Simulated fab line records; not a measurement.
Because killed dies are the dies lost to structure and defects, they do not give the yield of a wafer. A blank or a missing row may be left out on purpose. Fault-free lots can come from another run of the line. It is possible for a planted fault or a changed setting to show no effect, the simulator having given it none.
fab line records	flow n5-finfet	part 1 of 2: steps 1 to 4 of 6
record lots=23	wafers=69	last-day=18
route steps=1938 shown FIN_SAQP@94 FIN_CUT@163
lots untouched by any fault: they come from a run of this same line in which no faults occurred
start-h: start of the lot's first displayed wafer, in hours after the record's first day	wait-h: hours since the lot's step before	" same as the row above	L1.1+2: one row covering several wafers at once	- no value present, or no start provided	* or withheld: withheld	< > ~ a bound
route shown NAME@n: a module of which the file shows steps, and the number in the route of the first	usual: mean/standard deviation taken from wafers without a fault	same: alike in all rows	chamber/n: place in a boat	sites: the reading at each site	_std_site: how widely they spread, as a standard deviation	_edge_site: outer sites' mean less inner sites'	radius-mm: how far each site lies from the wafer's centre	mask NAME#n: copy n	behind: the last tool/chamber to shape the wafer	hold: reason for holding the lot/hours on hold/outcome of the hold	device: transistor that didn't switch, given as n, p or np	end of line: the tests these same wafers got at the end of their route	a step with no rows: only its recipe	killed: dies that structure and defects cost at the first sort, which is not the same as the wafer's yield	map: a wafer's dies, x killed, . not, _ none there
set.NAME: the run value of the setting; set.NAME@STEP: its run value at that earlier step	model.NAME: the simulator's own value behind a step, which no gauge read
a sample of lots followed through the steps of the route, with each step as a table and each wafer as a row
services: a tool's chamber out of use, with start hour (start-h, from the record's first day; less than 0 if before it), hours out, and reason
## steps
# step N5_FIN_SAQP_ALD_61
# recipe material=SiO2	target-thk-a=40	temp-c=300	ald-precursor-family=BDEAS	ald-co-reactant=O2-plasma	pulse-time-s=1	purge-time-s=2	co-reactant-purge-time-s=2	ald-cycles=43	pressure-torr=2
# usual heater-power-w=480/49	precursor-pulse-height-rel=1.002/0.02
lot.wafer	tool	chamber	start-h	wait-h	heater-power-w	precursor-pulse-height-rel
L074.3	ald-sin-01	2	20.85	0.1	561	0.996
L074.5	"	3	"	"	440	0.995
L074.6	"	2	"	"	553	0.988
L075.2	ald-sin-02	3	27.02	0.0	467	1.025
L075.4	"	1	"	"	469	1.006
L075.6	"	0	"	"	406	1.012
L076.1	ald-sin-04	0	33.47	0.0	529	0.994
L076.4	"	2	"	"	479	1.033
L076.5	"	1	"	"	557	1.011
L077.1	ald-sin-02	3	38.50	0.0	493	1.021
L077.4	"	0	"	"	406	0.992
L077.6	"	3	"	"	484	1.040
L078.1	ald-sin-01	3	46.35	0.8	436	0.992
L078.5	"	2	"	"	562	1.001
L078.6	"	1	"	"	442	1.017
L079.1	ald-sin-01	3	51.36	0.0	443	0.994
L079.2	"	1	"	"	437	0.999
L079.3	"	2	"	"	570	1.034
L080.1	ald-sin-01	2	59.12	0.5	565	0.976
L080.3	"	1	"	"	417	0.959
L080.6	"	3	"	"	440	1.000
L081.1	ald-sin-04	1	64.02	0.1	553	1.013
L081.2	"	0	"	"	529	1.041
L081.5	"	0	"	"	535	1.008
L082.3	ald-sin-01	2	70.32	0.0	550	0.986
L082.4	"	1	"	"	430	0.991
L082.6	"	1	"	"	430	1.008
L083.2	ald-sin-02	3	75.03	0.0	478	0.976
L083.4	"	0	"	"	415	0.990
L083.6	"	2	"	"	488	1.000
L084.2	ald-sin-04	3	80.65	0.0	462	1.005
L084.3	"	0	"	"	528	1.015
L084.4	"	1	"	"	553	1.015
L085.1	ald-sin-04	0	87.62	0.1	539	0.999
L085.2	"	1	"	"	551	0.987
L085.5	"	0	"	"	523	1.001
L086.2	ald-sin-04	1	93.80	1.3	545	1.019
L086.3	"	2	"	"	483	0.976
L086.5	"	3	"	"	466	1.002
L087.1	ald-sin-02	0	99.52	0.0	406	0.953
L087.4	"	3	"	"	500	1.001
L087.5	"	2	"	"	497	0.988
L088.2	ald-sin-04	0	105.85	0.0	525	0.976
L088.4	"	1	"	"	548	1.003
L088.5	"	1	"	"	546	1.000
L089.1	ald-sin-01	2	110.58	0.0	541	0.985
L089.5	"	3	"	"	412	1.029
L089.6	"	0	"	"	424	1.008
L091.1	ald-sin-02	3	122.47	0.0	494	1.050
L091.5	"	0	"	"	405	1.014
L091.6	"	3	"	"	482	1.016
L092.1	ald-sin-02	2	128.53	0.0	497	1.009
L092.3	"	3	"	"	480	1.010
L092.4	"	0	"	"	401	1.002
L093.1	ald-sin-02	1	135.08	0.0	476	1.000
L093.4	"	0	"	"	408	1.010
L093.6	"	3	"	"	491	0.981
L094.2	ald-sin-04	0	141.98	1.8	531	1.015
L094.4	"	1	"	"	558	0.991
L094.5	"	2	"	"	489	0.984
L095.3	ald-sin-04	2	146.70	0.2	490	1.028
L095.5	"	2	"	"	484	1.005
L095.6	"	1	"	"	560	0.968
L096.1	ald-sin-04	2	152.25	0.0	480	1.008
L096.4	"	1	"	"	565	1.008
L096.5	"	3	"	"	471	1.006
L097.1	ald-sin-01	3	160.21	0.4	414	1.015
L097.5	"	0	"	"	420	1.003
L097.6	"	3	"	"	421	0.968
# step N5_FIN_SAQP_ETCH_52
# recipe chemistry=N2/H2	target=SOC	target-depth-a=1000	overetch-a=200	mask-material=SiARC	temp-c=40	time-s=150	ion-energy-ev=200	pressure-mtorr=30	source-w=840	bias-w=150	n2-flow-sccm=200	h2-flow-sccm=200	ends=end-point
# usual drypump-motor-current-A=5.7/0.41	oes-product-au=0.68/0.07	rf-vpp-V=522.7/2.3	showerhead-plenum-p-Torr=2.50/0.085	throttle-valve-pct=17.80/0.27
lot.wafer	tool	chamber	start-h	wait-h	drypump-motor-current-A	oes-product-au	rf-hours-counter-h	rf-vpp-V	showerhead-plenum-p-Torr	throttle-valve-pct
L074.3	rie-diel-04	2	22.16	0.0	5.8	0.70	124	526.8	2.67	17.95
L074.5	"	1	"	"	5.2	0.69	-	521.1	2.45	17.36
L074.6	"	2	"	"	5.8	0.69	-	528.0	2.67	17.96
L075.2	rie-diel-04	1	28.46	0.0	5.2	0.68	131	519.9	2.45	17.35
L075.4	"	2	"	"	5.8	0.70	126	527.4	2.67	17.97
L075.6	"	2	"	"	5.8	0.69	-	526.8	2.67	17.95
L076.1	rie-diel-04	0	34.88	0.0	5.6	0.65	185	520.6	2.43	17.81
L076.4	"	3	"	"	5.4	0.63	243	523.0	2.50	17.72
L076.5	"	0	"	"	5.6	0.64	-	521.6	2.43	17.81
L077.1	rie-diel-04	0	39.76	0.0	5.6	0.64	186	520.4	2.43	17.82
L077.4	"	1	"	"	5.2	0.68	135	520.3	2.45	17.37
L077.6	"	0	"	"	5.6	0.64	-	521.3	2.43	17.82
L078.1	rie-diel-04	1	47.97	0.0	5.2	0.68	138	520.5	2.45	17.37
L078.5	"	1	"	"	5.2	0.67	-	521.2	2.45	17.38
L078.6	"	2	"	"	5.8	0.68	-	526.4	2.67	17.97
L079.1	rie-diel-06	2	52.89	0.0	5.5	0.67	151	520.9	2.46	18.08
L079.2	"	1	"	"	6.0	0.65	189	522.5	2.52	18.09
L079.3	"	3	"	"	6.5	0.86	6	523.5	2.50	17.66
L080.1	rie-diel-04	1	60.95	0.0	5.2	0.68	144	521.9	2.45	17.39
L080.3	"	2	"	"	5.8	0.68	138	526.2	2.67	17.99
L080.6	"	0	"	"	5.7	0.64	-	520.9	2.43	17.82
L081.1	rie-diel-04	0	65.28	0.0	5.6	0.64	197	521.1	2.43	17.84
L081.2	"	2	"	"	5.8	0.68	140	527.1	2.67	18.01
L081.5	"	0	"	"	5.6	0.64	-	520.6	2.43	17.83
L082.3	rie-diel-05	3	71.71	0.0	5.6	0.61	233	523.5	2.53	18.33
L082.4	"	0	"	"	5.7	0.64	201	521.1	2.39	17.79
L082.6	"	1	"	"	6.1	0.85	-	523.1	2.52	17.60
L083.2	rie-diel-05	1	76.43	0.0	6.1	0.84	5	522.8	2.52	17.61
L083.4	"	3	"	"	5.6	0.62	234	523.8	2.53	18.34
L083.6	"	0	"	"	5.8	0.64	-	521.0	2.39	17.79
L084.2	rie-diel-06	3	81.95	0.0	6.5	0.83	16	522.8	2.49	17.67
L084.3	"	2	"	"	5.5	0.66	162	519.6	2.45	18.09
L084.4	"	0	"	"	6.7	0.64	219	522.2	2.49	17.98
L085.1	rie-diel-05	0	89.15	0.0	5.7	0.64	207	519.8	2.39	17.79
L085.2	"	1	"	"	6.1	0.83	9	521.9	2.52	17.60
L085.5	"	2	"	"	5.1	0.65	-	526.8	2.65	17.68
L086.2	rie-diel-04	3	95.11	0.0	5.4	0.85	4	522.2	2.49	17.24
L086.3	"	1	"	"	5.2	0.66	160	520.9	2.44	17.40
L086.5	"	0	"	"	5.6	0.63	-	520.0	2.42	17.86
L087.1	rie-diel-06	2	100.78	0.0	5.4	0.65	167	520.7	2.45	18.12
L087.4	"	1	"	"	6.0	0.64	206	523.4	2.52	18.11
L087.5	"	2	"	"	5.5	0.65	-	522.1	2.45	18.12
L088.2	rie-diel-04	0	107.31	0.0	5.7	0.63	214	522.4	2.42	17.88
L088.4	"	3	"	"	5.3	0.85	7	521.7	2.49	17.27
L088.5	"	3	"	"	5.3	0.84	-	523.4	2.49	17.26
L089.1	rie-diel-06	3	111.98	0.0	6.5	0.80	28	523.3	2.49	17.67
L089.5	"	2	"	"	5.5	0.66	-	521.4	2.45	18.13
L089.6	"	3	"	"	6.4	0.81	-	523.1	2.49	17.69
L091.1	rie-diel-04	3	124.08	0.0	5.4	0.82	12	522.5	2.49	17.28
L091.5	"	0	"	"	5.6	0.62	-	520.4	2.42	17.87
L091.6	"	3	"	"	5.3	0.82	-	522.8	2.49	17.25
L092.1	rie-diel-04	0	129.91	0.0	5.6	0.62	223	519.9	2.42	17.86
L092.3	"	2	"	"	5.8	0.67	164	527.1	2.65	18.04
L092.4	"	1	"	"	5.2	0.66	171	521.4	2.44	17.43
L093.1	rie-diel-05	0	136.47	0.0	5.7	0.63	225	520.7	2.38	17.83
L093.4	"	2	"	"	5.1	0.65	-	526.5	2.64	17.71
L093.6	"	1	"	"	6.1	0.78	-	521.7	2.51	17.62
L094.2	rie-diel-06	3	143.48	0.0	6.5	0.78	42	522.4	2.48	17.71
L094.4	"	1	"	"	6.0	0.62	223	522.4	2.51	18.16
L094.5	"	2	"	"	5.5	0.65	-	520.5	2.45	18.16
L095.3	rie-diel-05	0	148.16	0.0	5.7	0.62	230	520.7	2.38	17.84
L095.5	"	1	"	"	6.0	0.78	-	523.0	2.51	17.63
L095.6	"	2	"	"	5.1	0.65	-	527.3	2.64	17.72
L096.1	rie-diel-06	0	153.63	0.0	6.6	0.63	235	524.2	2.48	18.02
L096.4	"	3	"	"	6.4	0.79	45	520.8	2.48	17.72
L096.5	"	1	"	"	6.0	0.62	-	524.0	2.51	18.16
L097.1	rie-diel-05	2	161.60	0.0	5.1	0.65	201	527.6	2.64	17.73
L097.5	"	0	"	"	5.7	0.62	-	518.9	2.38	17.87
L097.6	"	2	"	"	5.1	0.64	-	526.4	2.64	17.71
# step N5_FIN_SAQP_STRIP_55
# recipe chemistry=N2/H2	power-w=500	temp-c=40	pressure-mtorr=50	rf-frequency-hz=6e+07	overash-fraction=0.3	bias-power-w=28	h2-frac=0.5	n2-flow-sccm=300	h2-flow-sccm=300
# usual bias-power-w=27.99/0.078	drypump-motor-current-A=5.7/0.43	oes-product-au=0.75/0.079	rf-vpp-V=121.7/1.6	showerhead-plenum-p-Torr=3.30/0.11	throttle-valve-pct=19.0/0.45
lot.wafer	tool	chamber	start-h	wait-h	bias-power-w	drypump-motor-current-A	oes-product-au	rf-hours-counter-h	rf-vpp-V	showerhead-plenum-p-Torr	throttle-valve-pct
L074.3	rie-diel-04	1	22.45	0.1	28.02	5.2	0.76	129	121.1	3.24	18.3
L074.5	"	3	"	"	27.95	5.4	0.70	-	121.3	3.30	18.7
L074.6	"	0	"	"	28.04	5.7	0.73	-	123.0	3.22	19.4
L075.2	rie-diel-04	1	28.75	0.1	27.93	5.2	0.75	131	117.2	3.24	18.2
L075.4	"	2	"	"	27.92	5.8	0.76	126	126.5	3.52	19.1
L075.6	"	1	"	"	28.07	5.2	0.75	-	121.7	3.24	18.2
L076.1	rie-diel-06	2	35.17	0.1	27.88	5.5	0.75	144	118.3	3.26	19.5
L076.4	"	2	"	"	27.96	5.5	0.74	-	118.2	3.26	19.5
L076.5	"	0	"	"	27.99	6.7	0.71	-	124.3	3.30	19.0
L077.1	rie-diel-04	1	40.05	0.1	27.88	5.2	0.75	135	123.2	3.24	18.3
L077.4	"	3	"	"	27.99	5.3	0.68	245	121.0	3.30	18.7
L077.6	"	1	"	"	28.00	5.3	0.74	-	121.3	3.24	18.3
L078.1	rie-diel-05	2	48.35	0.1	28.01	5.1	0.73	164	122.1	3.50	18.7
L078.5	"	0	"	"	28.15	5.7	0.72	-	122.1	3.18	18.7
L078.6	"	2	"	"	28.07	5.1	0.74	-	121.1	3.50	18.7
L079.1	rie-diel-06	2	53.18	0.1	28.08	5.5	0.74	151	119.6	3.25	19.5
L079.2	"	3	"	"	28.02	6.5	0.97	6	123.8	3.30	18.8
L079.3	"	1	"	"	27.97	6.0	0.74	189	120.4	3.33	19.1
L080.1	rie-diel-06	3	61.24	0.1	28.11	6.4	0.95	9	123.5	3.30	18.8
L080.3	"	2	"	"	27.84	5.5	0.73	153	122.1	3.25	19.5
L080.6	"	3	"	"	27.98	6.5	0.96	-	120.0	3.30	18.8
L081.1	rie-diel-04	0	65.57	0.1	27.97	5.6	0.71	198	122.0	3.21	19.4
L081.2	"	1	"	"	27.94	5.2	0.74	146	121.7	3.24	18.3
L081.5	"	1	"	"	27.97	5.2	0.74	-	121.8	3.24	18.3
L082.3	rie-diel-04	2	72.01	0.1	28.01	5.8	0.73	144	123.2	3.51	19.1
L082.4	"	2	"	"	27.90	5.8	0.73	-	120.8	3.51	19.1
L082.6	"	1	"	"	27.82	5.3	0.73	-	121.0	3.23	18.3
L083.2	rie-diel-04	1	76.72	0.1	27.95	5.2	0.73	152	119.7	3.23	18.3
L083.4	"	1	"	"	27.82	5.2	0.73	-	120.5	3.23	18.3
L083.6	"	0	"	"	27.93	5.6	0.70	-	122.1	3.21	19.4
L084.2	rie-diel-04	2	82.24	0.1	27.92	5.8	0.73	149	122.6	3.51	19.2
L084.3	"	0	"	"	28.06	5.6	0.70	206	120.6	3.20	19.4
L084.4	"	2	"	"	28.01	5.9	0.74	-	125.8	3.51	19.1
L085.1	rie-diel-04	3	89.59	0.2	27.95	5.4	0.96	2	123.9	3.29	18.3
L085.2	"	1	"	"	27.99	5.2	0.73	158	122.2	3.23	18.3
L085.5	"	1	"	"	28.09	5.2	0.72	-	123.1	3.23	18.3
L086.2	rie-diel-04	2	95.40	0.1	27.84	5.8	0.74	154	122.9	3.51	19.1
L086.3	"	0	"	"	28.02	5.7	0.71	211	123.0	3.20	19.4
L086.5	"	0	"	"	27.99	5.6	0.72	-	120.4	3.20	19.4
L087.1	rie-diel-06	1	101.07	0.1	28.10	6.0	0.73	206	121.8	3.33	19.1
L087.4	"	3	"	"	27.86	6.5	0.91	24	121.2	3.29	18.8
L087.5	"	3	"	"	27.98	6.5	0.90	-	121.9	3.29	18.8
L088.2	rie-diel-06	2	107.60	0.1	27.88	5.5	0.71	169	123.3	3.24	19.6
L088.4	"	1	"	"	28.09	6.0	0.73	207	123.3	3.32	19.1
L088.5	"	1	"	"	28.03	6.0	0.73	-	124.1	3.32	19.1
L089.1	rie-diel-05	0	112.51	0.3	28.02	5.7	0.70	215	121.2	3.16	18.7
L089.5	"	2	"	"	27.88	5.1	0.73	-	123.7	3.49	18.7
L089.6	"	3	"	"	27.99	5.6	0.68	-	119.7	3.33	20.1
L091.1	rie-diel-04	2	124.37	0.1	27.98	5.8	0.72	162	124.3	3.50	19.2
L091.5	"	3	"	"	28.01	5.4	0.91	-	120.6	3.29	18.3
L091.6	"	2	"	"	27.88	5.8	0.73	-	123.0	3.50	19.2
L092.1	rie-diel-04	1	130.20	0.1	27.93	5.2	0.71	171	119.7	3.22	18.3
L092.3	"	2	"	"	28.00	5.8	0.72	164	124.1	3.50	19.1
L092.4	"	3	"	"	27.86	5.4	0.92	15	121.0	3.29	18.3
L093.1	rie-diel-04	3	136.76	0.1	28.02	5.4	0.89	18	123.5	3.29	18.3
L093.4	"	3	"	"	28.07	5.3	0.91	-	123.2	3.29	18.3
L093.6	"	1	"	"	27.94	5.2	0.71	-	121.3	3.22	18.3
L094.2	rie-diel-06	1	143.77	0.1	28.01	6.0	0.70	223	120.6	3.32	19.2
L094.4	"	0	"	"	27.91	6.6	0.68	232	121.5	3.29	19.0
L094.5	"	3	"	"	27.97	6.5	0.89	-	119.3	3.28	18.8
L095.3	rie-diel-05	2	148.45	0.1	27.99	5.1	0.72	195	121.2	3.49	18.7
L095.5	"	2	"	"	28.05	5.1	0.71	-	121.1	3.49	18.8
L095.6	"	1	"	"	28.09	6.1	0.89	-	119.5	3.32	18.8
L096.1	rie-diel-05	1	153.92	0.1	28.02	6.1	0.87	35	123.7	3.32	18.8
L096.4	"	2	"	"	27.94	5.1	0.71	-	124.3	3.48	18.8
L096.5	"	0	"	"	28.06	5.8	0.68	-	122.7	3.15	18.7
L097.1	rie-diel-06	0	161.89	0.1	28.04	6.7	0.70	238	122.2	3.28	19.1
L097.5	"	1	"	"	28.16	6.0	0.71	-	119.4	3.31	19.2
L097.6	"	2	"	"	28.05	5.5	0.70	-	121.7	3.23	19.6
# step N5_FIN_SAQP_MANDREL_ETCH_58
# recipe chemistry=HBr/Cl2	target=a-Si	target-depth-a=450	bt-time-s=10	stop-on=SiNx	mask-material=SiO2	over-etch-frac=0.8	time-s=27	pressure-mtorr=10	icp-w=800	bias-w=75	HBr_flow_sccm=150	Cl2_flow_sccm=80	ends=end-point
# usual drypump-motor-current-A=5.7/0.41	oes-product-au=0.691/0.0086	throttle-valve-pct=35.4/0.48
# same bt-time-s=10
lot.wafer	tool	chamber	start-h	wait-h	drypump-motor-current-A	oes-product-au	rf-hours-counter-h	throttle-valve-pct
L074.3	rie-si-01	3	25.53	0.0	5.3	0.684	59	35.6
L074.5	"	3	"	"	5.3	0.692	-	35.6
L074.6	"	0	"	"	6.1	0.690	-	35.6
L075.2	rie-si-01	0	31.09	0.0	6.0	0.678	35	35.6
L075.4	"	2	"	"	5.3	0.682	89	34.8
L075.6	"	3	"	"	5.3	0.690	-	35.6
L076.1	rie-si-04	2	36.98	0.0	6.5	0.695	8	34.5
L076.4	"	3	"	"	5.6	0.691	1	35.9
L076.5	"	3	"	"	5.5	0.683	-	35.9
L077.1	rie-si-04	2	42.55	0.0	6.5	0.687	8	34.5
L077.4	"	3	"	"	5.6	0.686	1	35.9
L077.6	"	0	"	"	5.6	0.689	-	35.8
L078.1	rie-si-04	0	50.27	0.0	5.6	0.696	124	35.9
L078.5	"	0	"	"	5.6	0.699	-	35.9
L078.6	"	1	"	"	5.5	0.708	-	35.6
L079.1	rie-si-06	2	55.23	0.0	5.5	0.686	54	36.0
L079.2	"	3	"	"	6.0	0.692	72	35.7
L079.3	"	1	"	"	5.8	0.691	96	35.1
L080.1	rie-si-04	0	63.05	0.0	5.6	0.695	124	35.9
L080.3	"	1	"	"	5.5	0.691	107	35.6
L080.6	"	1	"	"	5.5	0.700	-	35.6
L081.1	rie-si-06	3	67.62	0.0	6.0	0.698	72	35.7
L081.2	"	2	"	"	5.5	0.678	54	36.0
L081.5	"	2	"	"	5.5	0.693	-	36.0
L082.3	rie-si-01	2	73.88	0.0	5.4	0.691	90	34.8
L082.4	"	1	"	"	6.3	0.705	1	35.0
L082.6	"	3	"	"	5.3	0.679	-	35.7
L083.2	rie-si-01	0	78.53	0.0	6.0	0.677	36	35.6
L083.4	"	2	"	"	5.3	0.684	90	34.8
L083.6	"	3	"	"	5.3	0.697	-	35.6
L084.2	rie-si-04	1	84.27	0.0	5.5	0.693	108	35.6
L084.3	"	0	"	"	5.6	0.696	124	35.9
L084.4	"	2	"	"	6.4	0.706	9	34.5
L085.1	rie-si-06	3	92.04	0.0	6.0	0.703	72	35.7
L085.2	"	2	"	"	5.5	0.673	55	36.0
L085.5	"	2	"	"	5.5	0.685	-	36.0
L086.2	rie-si-06	0	98.41	0.0	4.8	0.689	26	35.0
L086.3	"	3	"	"	6.0	0.699	72	35.7
L086.5	"	1	"	"	5.8	0.714	-	35.1
L087.1	rie-si-04	0	102.93	0.0	5.5	0.697	125	35.8
L087.4	"	2	"	"	6.4	0.693	10	34.5
L087.5	"	2	"	"	6.4	0.698	-	34.5
L088.2	rie-si-04	1	109.78	0.0	5.5	0.693	108	35.6
L088.4	"	2	"	"	6.4	0.701	10	34.5
L088.5	"	2	"	"	6.4	0.700	-	34.5
L089.1	rie-si-01	0	114.41	0.0	6.0	0.680	37	35.6
L089.5	"	2	"	"	5.3	0.689	-	34.8
L089.6	"	1	"	"	6.3	0.695	-	35.0
L091.1	rie-si-04	0	126.36	0.0	5.5	0.688	125	35.8
L091.5	"	0	"	"	5.5	0.692	-	35.8
L091.6	"	3	"	"	5.6	0.679	-	35.9
L092.1	rie-si-01	0	132.18	0.0	6.1	0.682	37	35.6
L092.3	"	3	"	"	5.3	0.686	61	35.6
L092.4	"	1	"	"	6.3	0.689	2	35.0
L093.1	rie-si-06	1	138.57	0.0	5.8	0.690	97	35.1
L093.4	"	2	"	"	5.5	0.686	56	36.0
L093.6	"	1	"	"	5.8	0.706	-	35.1
L094.2	rie-si-04	2	145.88	0.0	6.5	0.689	10	34.5
L094.4	"	3	"	"	5.6	0.681	3	35.9
L094.5	"	2	"	"	6.5	0.703	-	34.5
L095.3	rie-si-06	2	151.15	0.0	5.5	0.678	56	36.0
L095.5	"	2	"	"	5.5	0.685	-	36.0
L095.6	"	3	"	"	6.0	0.693	-	35.7
L096.1	rie-si-04	2	155.73	0.0	6.4	0.692	11	34.5
L096.4	"	3	"	"	5.6	0.688	3	35.9
L096.5	"	0	"	"	5.5	0.692	-	35.8
L097.1	rie-si-01	0	163.92	0.0	6.1	0.685	38	35.6
L097.5	"	1	"	"	6.3	0.705	-	35.0
L097.6	"	2	"	"	5.3	0.688	-	34.8
